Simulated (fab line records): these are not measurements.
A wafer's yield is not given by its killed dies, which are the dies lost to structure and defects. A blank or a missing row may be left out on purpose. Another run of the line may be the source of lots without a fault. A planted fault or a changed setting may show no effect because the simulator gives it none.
fab line records	flow nandHarc
[record] lots = 12	wafers = 36	lastDay = 25
route steps=1159 shown P_M2@343 P_BONDPAD@353 END@1159
lots with no fault: from the same line, run without faults
startH: start of the lot's first displayed wafer, in hours after the record's first day	waitH: time in hours since the lot's previous step	" identical to the entry in the row above	L1.1+2: one row covering several wafers at once	- no value, or no start given	* or withheld: withheld	< > ~ a bound
route shown NAME@n: NAME is a module with steps in the file, n the number in the route of the first one	usual: the fault-free wafers' mean and standard deviation	same: alike in all rows	chamber/n: place in a boat	sites: readings site by site	_std_site: the values' standard deviation	_edge_site: mean of outer sites minus mean of inner sites	radiusMm: for every site, how far away it sits from the centre of the wafer	mask NAME#n: copy n	behind: the most recent tool/chamber to have shaped the wafer	hold: what put the lot on hold/how long, in hours/how the hold closed	device: which transistor (n, p or np) failed to switch	end of line: the tests these same wafers got at the end of their route	for a step that has no rows: nothing shown but its recipe	killed: count of dies lost to structure and defects at first sort (not the wafer's yield)	map: shows each die of a wafer: x if killed, . if not, _ if none is there
set.NAME: setting as actually run; set.NAME@STEP: the setting as run at that earlier step	model.NAME: the simulator's own value behind a step, which no gauge read
steps of the route over a sample of lots; a table a step, a row a wafer
services: when a tool's chamber went out of use (startH, in hours from the record's first day, below 0 if earlier), for how many hours, and the reason
[[steps]]
[step NHARC_P_M2_ANNEAL_31]
[recipe] tempC = 225	timeS = 90
[usual] wafer_temp_C_max = 226.1/0.54
lot.wafer	tool	chamber	startH	waitH	wafer_temp_C_max
L444.1	rtpAnneal-02	0	136.41	-	227.1
L444.2	"	0	"	"	227.1
L444.5	"	0	"	"	226.0
L446.2	rtpAnneal-02	0	150.71	-	226.5
L446.3	"	0	"	"	227.1
L446.5	"	0	"	"	226.5
L449.3	rtpAnneal-01	0	156.63	0.3	225.7
L449.4	"	0	"	"	226.0
L449.5	"	0	"	"	225.7
L450.1	rtpAnneal-02	0	163.25	-	226.6
L450.4	"	0	"	"	226.3
L450.6	"	0	"	"	226.5
L452.2	rtpAnneal-02	0	178.44	0.3	226.6
L452.4	"	0	"	"	226.7
L452.6	"	0	"	"	226.5
L453.1	rtpAnneal-01	0	182.30	0.3	225.3
L453.3	"	0	"	"	225.7
L453.4	"	0	"	"	225.2
L455.1	rtpAnneal-02	0	195.98	0.3	227.2
L455.3	"	0	"	"	227.3
L455.6	"	0	"	"	226.5
L458.1	rtpAnneal-02	0	207.80	-	226.5
L458.3	"	0	"	"	226.2
L458.5	"	0	"	"	226.4
L461.2	rtpAnneal-02	0	224.99	0.4	226.4
L461.3	"	0	"	"	226.2
L461.4	"	0	"	"	226.1
L465.3	rtpAnneal-02	0	251.11	0.3	226.9
L465.4	"	0	"	"	227.0
L465.5	"	0	"	"	226.8
L466.3	rtpAnneal-01	0	251.68	0.3	225.7
L466.4	"	0	"	"	225.6
L466.6	"	0	"	"	225.8
L467.3	rtpAnneal-01	0	267.22	-	225.8
L467.5	"	0	"	"	225.4
L467.6	"	0	"	"	225.6
[step NHARC_P_BONDPAD_THK_MEAS_33]
[recipe] thkMeasGauge = ellipsometry
[usual] thkNm = 199.7/1.4
lot.wafer	tool	chamber	startH	waitH	thkNm
L444.1	filmMetro-02	-	138.62	0.2	200.1
L444.2	"	-	"	"	201.2
L444.5	"	-	"	"	197.3
L446.2	filmMetro-01	-	152.69	0.2	200.2
L446.3	"	-	"	"	198.0
L446.5	"	-	"	"	198.9
L449.3	filmMetro-01	-	158.85	0.2	199.0
L449.4	"	-	"	"	201.2
L449.5	"	-	"	"	201.0
L450.1	filmMetro-01	-	165.25	0.1	198.6
L450.4	"	-	"	"	197.3
L450.6	"	-	"	"	199.3
L452.2	filmMetro-01	-	180.42	0.2	198.8
L452.4	"	-	"	"	200.1
L452.6	"	-	"	"	198.6
L453.1	filmMetro-02	-	184.37	0.1	202.0
L453.3	"	-	"	"	200.7
L453.4	"	-	"	"	197.3
L455.1	filmMetro-02	-	198.22	0.2	199.0
L455.3	"	-	"	"	199.1
L455.6	"	-	"	"	198.9
L458.1	filmMetro-02	-	209.84	0.2	199.7
L458.3	"	-	"	"	201.4
L458.5	"	-	"	"	199.5
L461.2	filmMetro-01	-	226.98	0.2	199.6
L461.3	"	-	"	"	197.8
L461.4	"	-	"	"	197.7
L465.3	filmMetro-02	-	253.02	0.2	201.5
L465.4	"	-	"	"	200.0
L465.5	"	-	"	"	200.1
L466.3	filmMetro-02	-	253.90	0.2	200.8
L466.4	"	-	"	"	198.7
L466.6	"	-	"	"	199.5
L467.3	filmMetro-02	-	269.15	0.2	199.4
L467.5	"	-	"	"	198.9
L467.6	"	-	"	"	198.9
[step NHARC_P_BONDPAD_CD_MEAS_13]
[usual] cdNm = 499.6/2.1
lot.wafer	tool	chamber	startH	waitH	cdNm
L444.1	cdSem-02	-	139.75	-	497.1
L444.2	"	-	"	"	496.7
L444.5	"	-	"	"	499.1
L446.2	cdSem-01	-	153.79	-	498.8
L446.3	"	-	"	"	498.3
L446.5	"	-	"	"	500.4
L449.3	cdSem-01	-	159.96	-	503.9
L449.4	"	-	"	"	502.4
L449.5	"	-	"	"	502.2
L450.1	cdSem-01	-	166.36	-	496.9
L450.4	"	-	"	"	502.6
L450.6	"	-	"	"	497.8
L452.2	cdSem-01	-	181.39	-	501.6
L452.4	"	-	"	"	504.0
L452.6	"	-	"	"	500.0
L453.1	cdSem-03	-	185.46	-	499.7
L453.3	"	-	"	"	500.7
L453.4	"	-	"	"	500.5
L455.1	cdSem-01	-	199.32	-	497.1
L455.3	"	-	"	"	501.0
L455.6	"	-	"	"	500.5
L458.1	cdSem-02	-	210.95	-	498.3
L458.3	"	-	"	"	496.4
L458.5	"	-	"	"	497.6
L461.2	cdSem-01	-	228.08	-	499.7
L461.3	"	-	"	"	498.6
L461.4	"	-	"	"	498.7
L465.3	cdSem-03	-	254.15	-	497.3
L465.4	"	-	"	"	504.2
L465.5	"	-	"	"	502.5
L466.3	cdSem-03	-	254.88	-	500.9
L466.4	"	-	"	"	503.8
L466.6	"	-	"	"	502.2
L467.3	cdSem-03	-	270.25	-	499.1
L467.5	"	-	"	"	501.0
L467.6	"	-	"	"	499.5
[step NHARC_P_BONDPAD_ETCH_24]
[recipe] targetDepthA = 300	overEtchFrac = 0.3	timeS = 72.99	ionEnergyEv = 150	cf4FlowSccm = 50	n2FlowSccm = 100	arFlowSccm = 150	rfW = 300	biasW = 100	chemistry = CF4/N2
[usual] drypumpMotorCurrentA = 5.8/0.6	oesProductAu = 0.998/0.0094	rfVppV = 312.7/1.6	runLengthS = 94.5/0.44	showerheadPlenumPTorr = 2.53/0.091	throttleValvePct = 19.793/0.0087
lot.wafer	tool	chamber	startH	waitH	drypumpMotorCurrentA	oesProductAu	rfHoursCounterH	rfVppV	runLengthS	showerheadPlenumPTorr	throttleValvePct
L444.1	rieDiel-11	2	140.02	0.1	6.0	1.015	29	313.9	94.2	2.66	19.796
L444.2	"	3	"	"	6.6	1.006	31	314.7	94.0	2.70	19.785
L444.5	"	0	"	"	6.1	0.999	-	311.3	94.8	2.48	19.784
L446.3	rieDiel-04	1	154.02	-	5.2	1.013	3	315.6	94.0	2.65	19.793
L446.2	"	3	"	"	5.1	1.005	4	311.5	94.8	2.52	19.796
L446.5	"	1	"	"	5.2	1.007	-	314.2	94.0	2.65	19.791
L449.4	rieDiel-04	1	160.21	-	5.2	1.000	4	313.6	94.1	2.65	19.797
L449.3	"	3	"	"	5.1	0.996	5	313.3	95.4	2.52	19.797
L449.5	"	1	"	"	5.2	0.992	-	314.9	94.2	2.65	19.794
L450.4	rieDiel-04	1	166.59	-	5.2	1.000	4	314.1	94.1	2.65	19.775
L450.1	"	3	"	"	5.1	0.994	5	313.1	94.8	2.52	19.788
L450.6	"	1	"	"	5.2	1.005	-	314.9	94.1	2.65	19.806
L452.2	rieDiel-04	0	181.61	-	6.6	0.983	6	312.1	94.5	2.45	19.782
L452.4	"	1	"	"	5.2	0.998	5	314.6	94.1	2.65	19.813
L452.6	"	0	"	"	6.6	0.979	-	312.2	94.4	2.45	19.788
L453.4	rieDiel-04	2	185.73	-	5.9	0.994	6	311.4	95.2	2.46	19.800
L453.1	"	3	"	"	5.1	0.991	6	311.9	95.1	2.52	19.805
L453.3	"	1	"	"	5.2	0.996	5	315.7	94.4	2.65	19.788
L455.1	rieDiel-04	2	199.55	-	5.9	0.998	7	310.7	95.2	2.46	19.798
L455.3	"	3	"	"	5.1	0.999	7	312.5	95.0	2.51	19.783
L455.6	"	2	"	"	5.8	0.999	-	313.0	95.3	2.46	19.795
L458.3	rieDiel-04	1	211.18	-	5.2	0.999	7	314.2	94.0	2.65	19.794
L458.1	"	2	"	"	5.9	1.006	9	310.1	94.7	2.46	19.807
L458.5	"	1	"	"	5.2	1.004	-	314.0	94.3	2.65	19.789
L461.3	rieDiel-04	2	228.32	-	5.9	1.013	10	309.4	94.8	2.46	19.790
L461.2	"	0	"	"	6.6	0.981	8	311.5	94.2	2.45	19.801
L461.4	"	1	"	"	5.2	0.998	9	313.4	93.9	2.65	19.795
L465.3	rieDiel-04	1	254.38	-	5.2	1.008	11	314.0	100.6	2.64	19.804
L465.4	"	2	"	"	5.8	1.000	12	310.7	101.5	2.46	19.788
L465.5	"	3	"	"	5.1	1.006	-	312.5	101.9	2.51	19.783
L466.3	rieDiel-04	1	255.11	-	5.2	1.010	11	315.1	100.8	2.65	19.789
L466.4	"	2	"	"	5.9	1.010	12	311.5	101.4	2.46	19.786
L466.6	"	0	"	"	6.6	0.989	-	311.5	101.2	2.45	19.795
L467.3	rieDiel-04	1	270.48	-	5.2	1.015	13	314.8	101.3	2.64	19.800
L467.5	"	0	"	"	6.6	0.992	-	311.2	101.0	2.45	19.783
L467.6	"	1	"	"	5.2	1.008	-	313.8	100.8	2.64	19.793
[step NHARC_END_SORT_01]
[recipe] tempC = 25
[usual] defectLimitedYield = 95.2/1.6	killedAtArray = 29/11	killedAtOther = 0.6/0.75	killedAtPeriphery = 3.1/2.1	killedDies = 32/11	killedOpen = 3.0/1.8	killedShort = 1.8/1.3	sort_bin_2_pct = 1.5/0.7	sort_bin_3_pct = 0.26/0.22	sort_bin_4_pct = 3.0/1	sortNPass = 645/11	sortRimYieldPct = 94.9/3	sortYieldPct = 95.2/1.6
[same] grossDies = 677	sort_bin_5_pct[%] = 0	sort_bin_6_pct[%] = 0	sort_bin_7_pct[%] = 0	sort_bin_8_pct[%] = 0	sortRimNGross = 106.00
lot.wafer	tool	chamber	startH	waitH	defectLimitedYield[%]	killedAtArray	killedAtOther	killedAtPeriphery	killedDies	killedOpen	killedShort	sort_bin_2_pct[%]	sort_bin_3_pct[%]	sort_bin_4_pct[%]	sortNPass	sortRimYieldPct[%]	sortYieldPct[%]
L449.3	prober-01	0	460.53	3.1	96.3	22	0	3	25	2	0	1.3	0	2.4	652	98.1	96.3
L449.4	prober-01	0	461.33	3.4	96.6	21	0	2	23	4	2	0.4	0.15	2.8	654	97.2	96.6
L449.5	prober-01	0	462.13	3.7	96.0	19	2	6	27	6	3	0.9	0.15	3.0	650	100.0	96.0
L466.3	prober-01	0	562.79	3.1	95.6	22	1	7	30	4	3	0.9	0	3.5	647	94.3	95.6
L466.4	prober-01	0	563.58	3.4	94.5	34	2	1	37	1	2	1.5	0.30	3.7	640	95.3	94.5
L466.6	prober-01	0	565.17	4.0	95.4	29	0	2	31	3	0	1.9	0.30	2.4	646	92.5	95.4
L467.3	prober-02	0	591.10	3.1	95.9	23	2	3	28	1	1	0.6	0.30	3.2	649	96.2	95.9
L467.5	prober-02	0	592.70	3.7	95.0	27	0	7	34	5	2	1.3	0.15	3.5	643	93.4	95.0
L467.6	prober-02	0	593.50	4.0	95.7	21	1	7	29	6	1	1.6	0	2.7	648	98.1	95.7
// killed by level:class
L449.3 A_SLIT:chamberFilmFlake=11 A_CONTACT:chamberFilmFlake=3 A_M1:chamberFilmFlake=3 A_CHANNEL_HOLE_D1:chamberFilmFlake=2 P_CONTACT:geometricParticle:open=1 A_CONTACT:geometricParticle:open=1 P_ZERO_WELL:chamberFilmFlake=1 P_GATE:chamberFilmFlake=1
L449.4 A_SLIT:chamberFilmFlake=8 A_M1:chamberFilmFlake=5 A_ONON_D1:geometricParticle:open=2 A_CONTACT:chamberFilmFlake=2 P_M0:geometricParticle:open=1 A_ONON_D1:geometricParticle:short=1 A_SGD_CUT:geometricParticle:open=1 A_WL_FILL:geometricParticle:short=1
L449.5 A_CHANNEL_HOLE_D1:chamberFilmFlake=4 A_SLIT:chamberFilmFlake=4 A_CONTACT:chamberFilmFlake=3 A_CHANNEL_FILL_D1:geometricParticle:short=2 P_ZERO_WELL:chamberFilmFlake=2 P_GATE:geometricParticle:open=1 P_M1:geometricParticle:open=1 A_SOURCE_PLATE:geometricParticle:open=1
L466.3 A_CHANNEL_HOLE_D1:chamberFilmFlake=10 A_CONTACT:chamberFilmFlake=4 P_GATE:geometricParticle:open=2 A_ONON_D1:geometricParticle:short=2 A_STAIRCASE:chamberFilmFlake=2 A_M1:chamberFilmFlake=2 P_STI:geometricParticle:short=1 P_M0:geometricParticle:open=1
L466.4 A_STAIRCASE:chamberFilmFlake=13 A_CHANNEL_HOLE_D1:chamberFilmFlake=9 A_CONTACT:chamberFilmFlake=4 A_M1:chamberFilmFlake=3 A_ONON_D1:geometricParticle:short=1 A_CONTACT:geometricParticle:open=1 P_M1:chamberFilmFlake=1 STARTING-WAFER:geometricParticle:short=1
L466.6 A_STAIRCASE:chamberFilmFlake=10 A_CONTACT:chamberFilmFlake=7 A_CHANNEL_HOLE_D1:chamberFilmFlake=6 A_BLC:chamberFilmFlake=2 P_CONTACT:geometricParticle:open=1 P_M0:geometricParticle:open=1 A_CONTACT:geometricParticle:open=1 A_M1:chamberFilmFlake=1
L467.3 A_CHANNEL_HOLE_D1:chamberFilmFlake=9 A_SGD_CUT:chamberFilmFlake=6 P_STI:chamberFilmFlake=3 A_STAIRCASE:chamberFilmFlake=3 A_CONTACT:chamberFilmFlake=2 THIN_TSV:chamberFilmFlake=2 A_CONTACT:geometricParticle:short=1 A_CONTACT:geometricParticle:open=1
L467.5 A_CHANNEL_HOLE_D1:chamberFilmFlake=9 A_SGD_CUT:chamberFilmFlake=6 A_CONTACT:chamberFilmFlake=5 P_STI:chamberFilmFlake=4 A_WL_FILL:geometricParticle:open=2 A_STAIRCASE:chamberFilmFlake=2 P_M0:geometricParticle:open=1 P_M1:geometricParticle:short=1
L467.6 A_CHANNEL_HOLE_D1:chamberFilmFlake=9 A_SGD_CUT:chamberFilmFlake=5 P_STI:chamberFilmFlake=4 A_CHANNEL_FILL_D1:geometricParticle:open=2 A_STAIRCASE:chamberFilmFlake=2 P_CONTACT:geometricParticle:short=1 P_CONTACT:geometricParticle:open=1 P_M0:geometricParticle:open=1
[[services]]
tool	chamber	startH	hours	kind
rieDiel-04	1	117.95	14.9	repair
rieDiel-04	0	120.90	-	clean
rieDiel-04	2	120.90	-	clean
rieDiel-04	3	120.90	-	clean
rieDiel-11	1	139.03	2.7	repair
rieDiel-04	0	145.40	-	clean
rieDiel-04	1	145.40	-	clean
rieDiel-04	2	145.40	-	clean
rieDiel-04	3	145.40	-	clean
rieDiel-04	0	169.90	-	clean
rieDiel-04	1	169.90	-	clean
rieDiel-04	2	169.90	-	clean
rieDiel-04	3	169.90	-	clean
rieDiel-11	0	190.93	4.3	repair
rieDiel-04	0	194.40	-	clean
rieDiel-04	1	194.40	-	clean
rieDiel-04	2	194.40	-	clean
rieDiel-04	3	194.40	-	clean
rieDiel-04	0	205.54	2.6	repair
rieDiel-11	1	216.08	4.8	repair
rieDiel-04	0	218.90	-	clean
rieDiel-04	1	218.90	-	clean
rieDiel-04	2	218.90	-	clean
rieDiel-11	-	221.64	9.0	pm
[[key]]
[firstSign] step = NHARC_P_BONDPAD_ETCH_24	reading = runLengthS	direction = up	sigmas = 15	usual = *	struck = *
effect none on later readings
metAt NHARC_P_BONDPAD_ETCH_24
struckLots L465,L466,L467
notActingAt NHARC_P_M2_ANNEAL_31,NHARC_P_BONDPAD_THK_MEAS_33,NHARC_P_BONDPAD_CD_MEAS_13
onsetBetween 228.32 254.38
[fault] kind = processParameterDrift	tool = rieDiel-04	chamber = -	onsetH = 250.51	steps = NHARC_P_BONDPAD_ETCH_24	channel = timeS	offset = *	shape = step	endH = 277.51	actsIn = *	stated = *
